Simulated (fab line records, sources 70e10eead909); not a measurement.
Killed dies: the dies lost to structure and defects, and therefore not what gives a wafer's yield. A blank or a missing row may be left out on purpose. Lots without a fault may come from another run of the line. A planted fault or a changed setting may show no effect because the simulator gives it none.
Matching of chambers    flow nand_harc    NHARC_A_CHANNEL_FILL_D2_CMP_10 on cmp-03: 4 sister chambers
The step polishes, target thk 150 nm. 4 wafers are shown with their chamber, then 8 later ones without.

EACH WAFER AND ITS CHAMBER
wafer   chamber  motor_current_A (A)
L085.4  1        11.5
L085.5  0        12.5
L087.3  3        13.4
L092.1  2        11.6

WAFERS WITH NO CHAMBER GIVEN
wafer   motor_current_A (A)
L092.3  13.3
L092.4  11.8
L094.2  12.9
L094.3  11.9
L094.4  11.4
L096.1  11.7
L096.4  12.8
L096.6  13.5

THE CHAMBER EACH PASSED THROUGH
wafer   from the rows above           in truth
L092.3  3                             3
L092.4  can't be placed: 2 or 1       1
L094.2  can't be placed: 0 or 3       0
L094.3  can't be placed: 2 or 1 or 0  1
L094.4  can't be placed: 1 or 2       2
L096.1  can't be placed: 2 or 1       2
L096.4  can't be placed: 0 or 3       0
L096.6  3                             3
Placed correctly: 2 of 8. Cannot be placed on the basis of these rows: 6; the candidates contain the true chamber in 6. Placed wrongly: 0.
How it was worked out, from the rows above alone: a wafer's distance from a chamber is the root of the sum, over the readings, of the square of ((its reading less the chamber's mean) divided by the reading's scatter). The wafer belongs to the nearest chamber; if the next one is less than 2 further off, it can't be placed. A chamber's mean is the mean of its shown wafers. The scatter: with one shown wafer a chamber, the root of the mean of the squares of how far each hidden wafer lies from its nearest shown one.
